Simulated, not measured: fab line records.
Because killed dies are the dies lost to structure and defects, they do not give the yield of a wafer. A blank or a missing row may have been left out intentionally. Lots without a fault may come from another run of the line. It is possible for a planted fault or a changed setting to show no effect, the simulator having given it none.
fab line records	flow n5Finfet
[record] lots = 24	wafers = 72	lastDay = 19
route steps=1938 shown BEOL_M0_SAQP@700 BEOL_M0_CUTY@710 BEOL_M0@734 BEOL_M1@753
lots with no fault: from the same line, run without faults
startH: hours from the record's opening day to when the first of the lot's shown wafers began	waitH: time in hours since the lot's previous step	" repeats the value in the row above	L1.1+2: one row covering several wafers at once	- no value, or no start was given	* or withheld: withheld	< > ~ a bound
route shown NAME@n: NAME is a module with steps in the file, n the number in the route of the first one	usual: mean and standard deviation over wafers with no fault	same: alike in all rows	chamber/n: place in a boat	sites: readings site by site	_std_site: the values' standard deviation	_edge_site: mean of outer sites minus mean of inner sites	radiusMm: for every site, how far away it sits from the centre of the wafer	mask NAME#n: copy n	behind: the last tool/chamber to shape the wafer	hold: what put the lot on hold/how long, in hours/how the hold closed	device: the transistor (n, p or np) that didn't switch	end of line: at the end of the route, the tests of the same wafers	a step given without rows: its recipe and nothing more	killed: the dies lost at the first sort to structure and to defects; this is not the yield of the wafer	map: a wafer's dies, x killed, . not, _ none there
set.NAME: the setting the step ran with; set.NAME@STEP: the setting that earlier step ran with	model.NAME: the simulator's own value behind a step, which no gauge read
route steps across a sampled set of lots; one table per step, one row per wafer
services: the hour from which a tool's chamber was out of use, counted from the record's first day as startH (under 0 if before that day), plus the number of hours and why
[[steps]]
[step N5_BEOL_M0_SAQP_STRIP_75]
[recipe] chemistry = CF4	resist = SiARC	powerW = 300	biasPowerW = 75	pressureMtorr = 50	cf4FlowSccm = 150	rfFrequencyHz = 6e+07
[usual] drypumpMotorCurrentA = 5.5/0.4	oesProductAu = 0.182/0.017	rfVppV = 271.1/1	showerheadPlenumPTorr = 1.79/0.036	throttleValvePct = 13.58/0.26
lot.wafer	tool	chamber	startH	waitH	drypumpMotorCurrentA	oesProductAu	rfHoursCounterH	rfVppV	showerheadPlenumPTorr	throttleValvePct
L074.2	rieDiel-03	2	115.06	0.1	5.7	0.165	166	272.3	1.86	13.42
L074.3	"	3	"	"	5.5	0.180	128	270.3	1.79	13.77
L074.4	"	1	"	"	5.1	0.196	-	271.7	1.81	13.29
L076.2	rieDiel-06	2	123.09	0.1	5.8	0.185	81	270.0	1.81	13.59
L076.3	"	0	"	"	5.4	0.171	183	271.0	1.78	13.78
L076.5	"	1	"	"	5.7	0.159	-	269.7	1.70	13.81
L075.4	rieDiel-03	1	124.52	0.0	5.1	0.199	-	271.8	1.81	13.30
L075.5	"	2	"	"	5.7	0.172	-	272.5	1.86	13.44
L075.6	"	3	"	"	5.4	0.171	-	271.5	1.79	13.78
L077.4	rieDiel-05	2	135.66	0.1	5.8	0.194	88	271.6	1.82	13.83
L077.5	"	2	"	"	5.8	0.182	-	271.5	1.82	13.84
L077.6	"	1	"	"	4.9	0.206	-	271.0	1.75	13.24
L078.1	rieDiel-06	0	149.68	0.1	5.4	0.170	190	269.5	1.78	13.80
L078.3	"	2	"	"	5.8	0.184	91	273.2	1.81	13.59
L078.4	"	2	"	"	5.8	0.183	-	271.5	1.81	13.62
L079.2	rieDiel-03	2	154.51	0.1	5.7	0.169	180	271.7	1.86	13.46
L079.5	"	1	"	"	5.1	0.190	-	271.7	1.81	13.31
L079.6	"	2	"	"	5.8	0.168	-	272.3	1.86	13.47
L080.2	rieDiel-05	0	155.32	0.1	4.9	0.169	211	271.6	1.78	13.88
L080.3	"	3	"	"	5.4	0.180	118	270.7	1.80	13.34
L080.6	"	2	"	"	5.8	0.187	-	271.7	1.82	13.84
L081.3	rieDiel-06	0	169.05	0.1	5.4	0.170	199	270.8	1.78	13.82
L081.5	"	2	"	"	5.8	0.182	-	270.2	1.81	13.62
L081.6	"	0	"	"	5.4	0.169	-	270.1	1.78	13.80
L082.2	rieDiel-05	1	169.56	0.1	5.0	0.200	56	268.9	1.75	13.28
L082.4	"	0	"	"	4.9	0.162	217	271.0	1.78	13.90
L082.5	"	3	"	"	5.4	0.173	-	272.2	1.80	13.37
L083.2	rieDiel-05	2	170.02	0.1	5.8	0.189	98	272.0	1.82	13.86
L083.3	"	3	"	"	5.4	0.182	125	271.7	1.80	13.34
L083.6	"	3	"	"	5.4	0.182	-	271.3	1.80	13.36
L084.2	rieDiel-03	1	174.03	0.1	5.1	0.192	81	271.4	1.81	13.33
L084.3	"	2	"	"	5.8	0.163	183	272.2	1.86	13.46
L084.4	"	0	"	"	6.2	0.216	9	269.8	1.76	13.18
L085.1	rieDiel-05	1	177.26	0.1	4.9	0.203	58	269.9	1.75	13.28
L085.2	"	2	"	"	5.8	0.180	100	269.5	1.82	13.86
L085.3	"	0	"	"	4.9	0.160	219	271.7	1.78	13.90
L086.4	rieDiel-03	2	193.28	0.1	5.8	0.167	188	271.2	1.86	13.48
L086.5	"	2	"	"	5.8	0.164	-	271.2	1.86	13.48
L086.6	"	3	"	"	5.4	0.182	-	272.8	1.79	13.81
L087.2	rieDiel-03	2	197.93	0.1	5.8	0.167	190	272.0	1.86	13.48
L087.4	"	1	"	"	5.1	0.195	88	271.9	1.81	13.35
L087.5	"	0	"	"	6.2	0.206	-	270.1	1.76	13.19
L088.2	rieDiel-06	0	201.05	0.1	5.4	0.161	210	271.5	1.77	13.85
L088.3	"	1	"	"	5.7	0.220	7	272.9	1.90	13.28
L088.5	"	0	"	"	5.4	0.164	-	271.4	1.77	13.84
L089.3	rieDiel-06	3	202.29	0.1	5.1	0.224	2	272.6	1.76	13.38
L089.4	"	0	"	"	5.4	0.169	211	270.9	1.77	13.85
L089.5	"	2	"	"	5.8	0.176	-	271.9	1.81	13.65
L090.2	rieDiel-05	3	209.98	0.1	5.4	0.176	135	270.9	1.80	13.38
L090.3	"	1	"	"	5.0	0.198	66	271.2	1.74	13.29
L090.4	"	0	"	"	4.9	0.159	228	272.2	1.77	13.91
L091.1	rieDiel-05	2	212.60	0.1	5.8	0.188	110	270.6	1.81	13.88
L091.3	"	1	"	"	4.9	0.203	67	270.2	1.74	13.30
L091.6	"	3	"	"	5.4	0.171	-	269.8	1.80	13.40
L092.2	rieDiel-05	0	218.29	0.1	4.9	0.157	231	269.3	1.77	13.93
L092.5	"	1	"	"	4.9	0.195	-	270.2	1.74	13.31
L092.6	"	2	"	"	5.8	0.185	-	270.0	1.81	13.89
L093.1	rieDiel-05	3	228.29	0.1	5.4	0.168	139	270.7	1.80	13.39
L093.3	"	1	"	"	5.0	0.193	71	270.2	1.74	13.31
L093.6	"	2	"	"	5.8	0.192	-	271.3	1.81	13.87
L094.1	rieDiel-05	1	233.56	0.1	4.9	0.196	73	270.6	1.74	13.31
L094.2	"	2	"	"	5.8	0.180	115	271.5	1.81	13.90
L094.3	"	3	"	"	5.4	0.176	141	271.5	1.80	13.40
L095.2	rieDiel-03	0	240.93	0.1	6.2	0.198	25	270.5	1.76	13.22
L095.3	"	3	"	"	5.4	0.169	162	270.1	1.78	13.84
L095.6	"	1	"	"	5.1	0.189	-	271.5	1.80	13.37
L097.1	rieDiel-03	0	254.74	0.1	6.2	0.206	28	269.7	1.76	13.24
L097.3	"	1	"	"	5.1	0.180	103	272.0	1.80	13.37
L097.6	"	0	"	"	6.2	0.208	-	269.8	1.76	13.23
L096.4	rieDiel-05	1	255.29	0.1	4.9	0.192	78	269.6	1.74	13.32
L096.5	"	2	"	"	5.8	0.187	-	271.3	1.81	13.92
L096.6	"	1	"	"	4.9	0.189	-	269.0	1.74	13.32
[step N5_BEOL_M0_CUTY_INSPECT_59]
[recipe] mode = adi	inspectInstrument = macro
[usual] rawDefectCount = 2.2/1.4
lot.wafer	tool	chamber	startH	waitH	rawDefectCount
L074.2	defectInspect-02	-	115.50	0.0	2
L074.3	"	-	"	"	1
L074.4	"	-	"	"	1
L076.2	defectInspect-01	-	123.56	0.0	1
L076.3	"	-	"	"	0
L076.5	"	-	"	"	2
L075.4	defectInspect-01	-	124.95	0.0	0
L075.5	"	-	"	"	2
L075.6	"	-	"	"	3
L077.4	defectInspect-02	-	136.11	0.0	2
L077.5	"	-	"	"	2
L077.6	"	-	"	"	0
L078.1	defectInspect-02	-	150.13	0.0	3
L078.3	"	-	"	"	1
L078.4	"	-	"	"	2
L079.2	defectInspect-01	-	154.83	0.0	1
L079.5	"	-	"	"	2
L079.6	"	-	"	"	3
L080.2	defectInspect-01	-	155.67	0.0	6
L080.3	"	-	"	"	4
L080.6	"	-	"	"	0
L081.3	defectInspect-02	-	169.38	0.0	2
L081.5	"	-	"	"	4
L081.6	"	-	"	"	2
L082.2	defectInspect-02	-	170.00	0.0	1
L082.4	"	-	"	"	1
L082.5	"	-	"	"	2
L083.2	defectInspect-02	-	170.47	0.0	1
L083.3	"	-	"	"	3
L083.6	"	-	"	"	2
L084.2	defectInspect-02	-	174.35	0.0	1
L084.3	"	-	"	"	2
L084.4	"	-	"	"	1
L085.1	defectInspect-02	-	177.58	0.0	2
L085.2	"	-	"	"	4
L085.3	"	-	"	"	4
L086.4	defectInspect-01	-	193.60	0.0	2
L086.5	"	-	"	"	3
L086.6	"	-	"	"	3
L087.2	defectInspect-02	-	198.37	0.0	1
L087.4	"	-	"	"	3
L087.5	"	-	"	"	2
L088.2	defectInspect-01	-	201.37	0.0	3
L088.3	"	-	"	"	1
L088.5	"	-	"	"	1
L089.3	defectInspect-02	-	202.74	0.0	3
L089.4	"	-	"	"	4
L089.5	"	-	"	"	1
L090.2	defectInspect-02	-	210.30	0.0	2
L090.3	"	-	"	"	1
L090.4	"	-	"	"	2
L091.1	defectInspect-01	-	213.05	0.0	2
L091.3	"	-	"	"	2
L091.6	"	-	"	"	3
L092.2	defectInspect-01	-	218.74	0.0	1
L092.5	"	-	"	"	0
L092.6	"	-	"	"	3
L093.1	defectInspect-01	-	228.74	0.0	1
L093.3	"	-	"	"	2
L093.6	"	-	"	"	0
L094.1	defectInspect-02	-	233.89	0.0	2
L094.2	"	-	"	"	2
L094.3	"	-	"	"	5
L095.2	defectInspect-01	-	241.26	0.0	2
L095.3	"	-	"	"	2
L095.6	"	-	"	"	2
L097.1	defectInspect-01	-	255.06	0.0	1
L097.3	"	-	"	"	1
L097.6	"	-	"	"	5
L096.4	defectInspect-02	-	255.62	0.0	0
L096.5	"	-	"	"	3
L096.6	"	-	"	"	2
[step N5_BEOL_M0_SPUTTER_116]
[recipe] material = Cu	targetThkA = 40	tempC = -20	chamberPressurePa = 0.07	powerW = withheld	timeS = 7.37
[usual] throttleValvePct = 30.4/1.1
lot.wafer	tool	chamber	startH	waitH	throttleValvePct
L074.2	pvdSputter-01	-	119.17	0.1	31.5
L074.3	"	-	"	"	28.4
L074.4	"	-	"	"	30.3
L076.2	pvdSputter-02	-	125.22	0.1	31.3
L076.3	"	-	"	"	29.5
L076.5	"	-	"	"	30.0
L075.4	pvdSputter-01	-	126.99	0.1	30.7
L075.5	"	-	"	"	28.5
L075.6	"	-	"	"	30.2
L077.4	pvdSputter-01	-	141.18	0.0	28.4
L077.5	"	-	"	"	30.4
L077.6	"	-	"	"	31.4
L078.1	pvdSputter-02	-	156.06	0.1	30.3
L078.3	"	-	"	"	31.5
L078.4	"	-	"	"	31.6
L079.2	pvdSputter-02	-	157.42	0.1	30.2
L079.5	"	-	"	"	31.7
L079.6	"	-	"	"	31.4
L080.2	pvdSputter-01	-	158.03	0.1	30.6
L080.3	"	-	"	"	30.9
L080.6	"	-	"	"	30.4
L083.2	pvdSputter-02	-	175.30	1.6	31.8
L083.3	"	-	"	"	30.3
L083.6	"	-	"	"	31.2
L081.3	pvdSputter-03	-	178.09	0.2	29.4
L081.5	"	-	"	"	29.6
L081.6	"	-	"	"	29.5
L082.2	pvdSputter-02	-	180.42	0.1	31.6
L082.4	"	-	"	"	29.4
L082.5	"	-	"	"	31.4
L084.2	pvdSputter-03	-	180.65	0.1	29.6
L084.3	"	-	"	"	29.9
L084.4	"	-	"	"	28.6
L085.1	pvdSputter-03	-	182.01	0.1	29.5
L085.2	"	-	"	"	28.8
L085.3	"	-	"	"	30.0
L086.4	pvdSputter-02	-	199.57	0.1	29.5
L086.5	"	-	"	"	29.5
L086.6	"	-	"	"	30.3
L087.2	pvdSputter-03	-	204.93	0.1	32.6
L087.4	"	-	"	"	29.9
L087.5	"	-	"	"	30.0
L088.2	pvdSputter-03	-	206.05	0.1	32.8
L088.3	"	-	"	"	28.9
L088.5	"	-	"	"	29.5
L089.3	pvdSputter-03	-	206.49	0.4	32.8
L089.4	"	-	"	"	29.0
L089.5	"	-	"	"	29.5
L090.2	pvdSputter-01	-	213.65	0.5	31.4
L090.3	"	-	"	"	30.6
L090.4	"	-	"	"	28.5
L091.1	pvdSputter-03	-	216.45	0.1	28.8
L091.3	"	-	"	"	29.7
L091.6	"	-	"	"	29.9
L092.2	pvdSputter-01	-	223.69	0.5	28.3
L092.5	"	-	"	"	30.4
L092.6	"	-	"	"	30.2
L093.1	pvdSputter-02	-	232.88	0.1	30.2
L093.3	"	-	"	"	31.3
L093.6	"	-	"	"	31.4
L094.1	pvdSputter-02	-	241.65	1.2	31.7
L094.2	"	-	"	"	29.6
L094.3	"	-	"	"	31.3
L095.2	pvdSputter-01	-	250.35	0.1	28.4
L095.3	"	-	"	"	31.0
L095.6	"	-	"	"	30.7
L097.1	pvdSputter-02	-	258.46	0.1	31.0
L097.3	"	-	"	"	31.6
L097.6	"	-	"	"	31.3
L096.4	pvdSputter-03	-	260.06	1.5	29.8
L096.5	"	-	"	"	29.8
L096.6	"	-	"	"	28.9
[step N5_BEOL_M0_SPUTTER_132]
[recipe] material = Cu	targetThkA = 40	tempC = -20	chamberPressurePa = 0.07	powerW = withheld	timeS = 7.37
[usual] throttleValvePct = 30.4/1.1
lot.wafer	tool	chamber	startH	waitH	throttleValvePct
L074.2	pvdSputter-01	-	119.29	0.0	31.3
L074.3	"	-	"	"	28.3
L074.4	"	-	"	"	30.3
L076.2	pvdSputter-02	-	125.34	0.0	31.3
L076.3	"	-	"	"	29.5
L076.5	"	-	"	"	30.4
L075.4	pvdSputter-01	-	127.11	0.0	30.4
L075.5	"	-	"	"	28.3
L075.6	"	-	"	"	30.3
L077.4	pvdSputter-01	-	141.30	0.0	28.4
L077.5	"	-	"	"	30.5
L077.6	"	-	"	"	31.3
L078.1	pvdSputter-02	-	156.18	0.0	30.1
L078.3	"	-	"	"	31.2
L078.4	"	-	"	"	31.3
L079.2	pvdSputter-02	-	157.54	0.0	29.9
L079.5	"	-	"	"	31.3
L079.6	"	-	"	"	31.3
L080.2	pvdSputter-01	-	158.27	0.0	30.3
L080.3	"	-	"	"	31.1
L080.6	"	-	"	"	30.5
L083.2	pvdSputter-02	-	175.42	0.0	31.5
L083.3	"	-	"	"	30.1
L083.6	"	-	"	"	31.3
L081.3	pvdSputter-03	-	178.21	0.0	29.7
L081.5	"	-	"	"	29.9
L081.6	"	-	"	"	29.6
L082.2	pvdSputter-02	-	180.54	0.0	31.5
L082.4	"	-	"	"	29.7
L082.5	"	-	"	"	31.2
L084.2	pvdSputter-03	-	180.77	0.0	29.6
L084.3	"	-	"	"	30.0
L084.4	"	-	"	"	28.8
L085.1	pvdSputter-03	-	182.13	0.0	29.7
L085.2	"	-	"	"	29.1
L085.3	"	-	"	"	30.0
L086.4	pvdSputter-02	-	199.69	0.0	29.6
L086.5	"	-	"	"	29.4
L086.6	"	-	"	"	30.2
L087.2	pvdSputter-03	-	205.05	0.0	32.7
L087.4	"	-	"	"	29.8
L087.5	"	-	"	"	29.8
L088.2	pvdSputter-03	-	206.17	0.0	32.8
L088.3	"	-	"	"	28.9
L088.5	"	-	"	"	29.6
L089.3	pvdSputter-03	-	206.61	0.0	32.7
L089.4	"	-	"	"	29.0
L089.5	"	-	"	"	29.9
L090.2	pvdSputter-01	-	213.89	0.0	31.4
L090.3	"	-	"	"	30.1
L090.4	"	-	"	"	28.2
L091.1	pvdSputter-03	-	216.57	0.0	28.9
L091.3	"	-	"	"	29.3
L091.6	"	-	"	"	29.8
L092.2	pvdSputter-01	-	223.93	0.0	28.6
L092.5	"	-	"	"	30.3
L092.6	"	-	"	"	30.5
L093.1	pvdSputter-02	-	233.00	0.0	30.1
L093.3	"	-	"	"	31.4
L093.6	"	-	"	"	31.3
L094.1	pvdSputter-02	-	241.77	0.0	31.7
L094.2	"	-	"	"	29.6
L094.3	"	-	"	"	31.1
L095.2	pvdSputter-01	-	250.47	0.0	28.4
L095.3	"	-	"	"	31.3
L095.6	"	-	"	"	30.2
L097.1	pvdSputter-02	-	258.58	0.0	31.3
L097.3	"	-	"	"	31.6
L097.6	"	-	"	"	31.4
L096.4	pvdSputter-03	-	260.18	0.0	30.0
L096.5	"	-	"	"	29.9
L096.6	"	-	"	"	29.0
[step N5_BEOL_M0_ANNEAL_135]
[recipe] tempC = 400	timeS = 60	ambient = vacuum
[usual] heaterPowerW = 816/81
lot.wafer	tool	chamber	startH	waitH	heaterPowerW
L074.2	pvdSputter-01	-	119.49	0.0	865
L074.3	"	-	"	"	825
L074.4	"	-	"	"	634
L076.2	pvdSputter-02	-	125.54	0.0	845
L076.3	"	-	"	"	602
L076.5	"	-	"	"	819
L075.4	pvdSputter-01	-	127.31	0.0	622
L075.5	"	-	"	"	820
L075.6	"	-	"	"	626
L077.4	pvdSputter-01	-	141.50	0.0	826
L077.5	"	-	"	"	824
L077.6	"	-	"	"	890
L078.1	pvdSputter-02	-	156.38	0.0	841
L078.3	"	-	"	"	863
L078.4	"	-	"	"	847
L079.2	pvdSputter-02	-	157.74	0.0	832
L079.5	"	-	"	"	896
L079.6	"	-	"	"	866
L080.2	pvdSputter-01	-	158.67	0.1	846
L080.3	"	-	"	"	834
L080.6	"	-	"	"	830
L083.2	pvdSputter-02	-	175.62	0.0	871
L083.3	"	-	"	"	842
L083.6	"	-	"	"	847
L081.3	pvdSputter-03	-	178.41	0.0	819
L081.5	"	-	"	"	852
L081.6	"	-	"	"	820
L082.2	pvdSputter-02	-	180.74	0.0	860
L082.4	"	-	"	"	636
L082.5	"	-	"	"	860
L084.2	pvdSputter-03	-	180.97	0.0	799
L084.3	"	-	"	"	819
L084.4	"	-	"	"	919
L085.1	pvdSputter-03	-	182.33	0.0	818
L085.2	"	-	"	"	919
L085.3	"	-	"	"	837
L086.4	pvdSputter-02	-	199.89	0.0	603
L086.5	"	-	"	"	593
L086.6	"	-	"	"	845
L087.2	pvdSputter-03	-	205.25	0.0	777
L087.4	"	-	"	"	870
L087.5	"	-	"	"	848
L088.2	pvdSputter-03	-	206.37	0.0	758
L088.3	"	-	"	"	896
L088.5	"	-	"	"	819
L089.3	pvdSputter-03	-	206.81	0.0	788
L089.4	"	-	"	"	908
L089.5	"	-	"	"	831
L090.2	pvdSputter-01	-	214.29	0.1	860
L090.3	"	-	"	"	847
L090.4	"	-	"	"	821
L091.1	pvdSputter-03	-	216.77	0.0	928
L091.3	"	-	"	"	840
L091.6	"	-	"	"	855
L092.2	pvdSputter-01	-	224.33	0.1	809
L092.5	"	-	"	"	827
L092.6	"	-	"	"	631
L093.1	pvdSputter-02	-	233.20	0.0	848
L093.3	"	-	"	"	867
L093.6	"	-	"	"	861
L094.1	pvdSputter-02	-	241.97	0.0	858
L094.2	"	-	"	"	599
L094.3	"	-	"	"	844
L095.2	pvdSputter-01	-	250.67	0.0	838
L095.3	"	-	"	"	851
L095.6	"	-	"	"	825
L097.1	pvdSputter-02	-	258.78	0.0	853
L097.3	"	-	"	"	878
L097.6	"	-	"	"	850
L096.4	pvdSputter-03	-	260.38	0.0	837
L096.5	"	-	"	"	844
L096.6	"	-	"	"	898
[step N5_BEOL_M1_PECVD_72]
[recipe] material = SiO2	targetThkA = 160	tempC = 400	precursor = TEOS/O2	pressureTorr = 5.5	rfW = 450	teosFlowSccm = 53.8	gas = O2	flowSccm = 3000	timeS = 18
[usual] heaterPowerW = 646/110	showerheadPlenumPTorr = 8.75/0.052	throttleValvePct = 22.4/1.1
lot.wafer	tool	chamber	startH	waitH	heaterPowerW	showerheadPlenumPTorr	sinceWetCleanH	throttleValvePct
L074.2	pecvd-02	2	120.80	0.0	501	8.64	2093	22.5
L074.3	"	0	"	"	664	8.80	643	21.6
L074.4	"	1	"	"	693	8.76	-	23.3
L076.2	pecvd-02	0	126.81	0.0	616	8.82	649	21.5
L076.3	"	2	"	"	540	8.66	2099	22.3
L076.5	"	1	"	"	724	8.75	-	23.6
L075.4	pecvd-02	2	128.58	0.1	525	8.66	-	21.9
L075.5	"	0	"	"	550	8.79	-	21.3
L075.6	"	1	"	"	736	8.74	-	23.3
L077.4	pecvd-03	1	142.79	0.1	764	8.81	-	23.3
L077.5	"	2	"	"	944	8.78	-	21.6
L077.6	"	0	"	"	564	8.73	-	25.0
L078.1	pecvd-02	1	157.75	0.0	696	8.76	1405	23.5
L078.3	"	2	"	"	533	8.66	2130	22.4
L078.4	"	1	"	"	677	8.77	-	23.6
L079.2	pecvd-03	1	159.03	0.0	792	8.79	1769	23.2
L079.5	"	0	"	"	637	8.75	-	24.9
L079.6	"	2	"	"	927	8.79	-	21.7
L080.2	pecvd-01	0	160.06	0.0	696	8.73	864	21.2
L080.3	"	2	"	"	573	8.77	110	22.1
L080.6	"	1	"	"	632	8.78	-	23.1
L083.2	pecvd-01	0	176.89	0.0	666	8.71	881	21.0
L083.3	"	2	"	"	551	8.75	127	22.1
L083.6	"	2	"	"	536	8.77	-	22.4
L081.3	pecvd-03	1	179.98	0.0	785	8.80	1790	23.2
L081.5	"	0	"	"	567	8.75	-	24.8
L081.6	"	2	"	"	830	8.77	-	21.6
L082.2	pecvd-02	1	182.10	0.0	720	8.77	1430	23.7
L082.4	"	0	"	"	640	8.83	-	21.4
L082.5	"	1	"	"	726	8.74	-	23.7
L084.2	pecvd-02	0	182.31	0.0	660	8.82	705	21.3
L084.3	"	1	"	"	693	8.76	1430	23.5
L084.4	"	2	"	"	530	8.66	-	22.4
L085.1	pecvd-03	2	183.58	0.0	977	8.75	315	21.7
L085.2	"	0	"	"	651	8.75	1069	25.0
L085.3	"	1	"	"	797	8.78	1794	23.3
L086.4	pecvd-02	0	201.32	0.1	613	8.82	-	21.6
L086.5	"	1	"	"	643	8.74	-	23.3
L086.6	"	2	"	"	465	8.63	-	22.6
L087.2	pecvd-01	1	206.61	0.0	581	8.77	1635	22.6
L087.4	"	0	"	"	561	8.72	-	21.0
L087.5	"	1	"	"	567	8.77	-	22.8
L088.2	pecvd-01	0	207.65	0.0	667	8.69	912	20.9
L088.3	"	1	"	"	634	8.78	1637	22.9
L088.5	"	2	"	"	618	8.79	-	22.2
L089.3	pecvd-01	2	208.09	0.0	542	8.77	158	22.3
L089.4	"	0	"	"	735	8.71	-	20.8
L089.5	"	2	"	"	534	8.75	-	22.2
L090.2	pecvd-01	1	215.68	0.0	569	8.77	1645	23.0
L090.3	"	2	"	"	611	8.77	166	22.2
L090.4	"	0	"	"	676	8.71	-	20.9
L091.1	pecvd-01	0	218.05	0.0	699	8.73	922	20.7
L091.3	"	1	"	"	555	8.79	1647	22.8
L091.6	"	1	"	"	543	8.78	-	22.6
L092.2	pecvd-03	1	225.72	0.0	756	8.78	1836	23.1
L092.5	"	2	"	"	979	8.77	-	21.7
L092.6	"	1	"	"	771	8.76	-	23.2
L093.1	pecvd-01	0	234.46	0.0	662	8.71	938	20.9
L093.3	"	2	"	"	583	8.75	184	22.5
L093.6	"	1	"	"	648	8.76	-	22.9
L094.1	pecvd-02	2	243.22	0.0	564	8.64	12	21.3
L094.2	"	1	"	"	725	8.76	1491	23.3
L094.3	"	2	"	"	547	8.65	-	21.6
L095.2	pecvd-02	0	252.14	0.0	627	8.77	775	21.8
L095.3	"	2	"	"	478	8.62	21	21.7
L095.6	"	1	"	"	719	8.76	-	23.3
L097.1	pecvd-02	2	260.41	0.0	495	8.64	29	21.3
L097.3	"	0	"	"	642	8.82	783	21.9
L097.6	"	0	"	"	654	8.80	-	21.5
L096.4	pecvd-01	0	261.65	0.1	590	8.72	-	21.0
L096.5	"	1	"	"	562	8.78	-	22.9
L096.6	"	2	"	"	568	8.75	-	22.2
[[services]]
tool	chamber	startH	hours	kind
pecvd-01	0	100.30	2.1	scheduledDown
pecvd-03	2	103.70	5.5	scheduledDown
pecvd-01	1	108.38	5.5	scheduledDown
rieDiel-03	0	109.73	-	clean
rieDiel-03	0	109.73	-	consumableReplace:focusRing
rieDiel-03	0	109.73	26.8	scheduledDown
rieDiel-03	0	109.73	26.8	ventCycle
pecvd-01	0	130.82	18.9	repair
rieDiel-06	1	144.27	14.9	repair
pvdSputter-01	-	146.86	5.2	repair
rieDiel-03	3	152.15	13.5	repair
pecvd-01	2	152.71	5.5	scheduledDown
rieDiel-03	-	157.17	10.0	pm
rieDiel-06	1	161.77	-	clean
pecvd-01	-	168.97	1.6	repair
rieDiel-05	3	175.74	3.6	repair
pecvd-02	2	202.38	-	clean
pecvd-02	2	202.38	-	consumableReplace:showerhead
pecvd-02	2	202.38	29.0	scheduledDown
pecvd-02	2	202.38	29.0	ventCycle
rieDiel-03	0	209.33	4.7	repair
pecvd-03	1	210.96	3.6	repair
rieDiel-06	0	235.18	4.9	repair
pecvd-03	-	258.24	0.9	repair
[[key]]
fault none
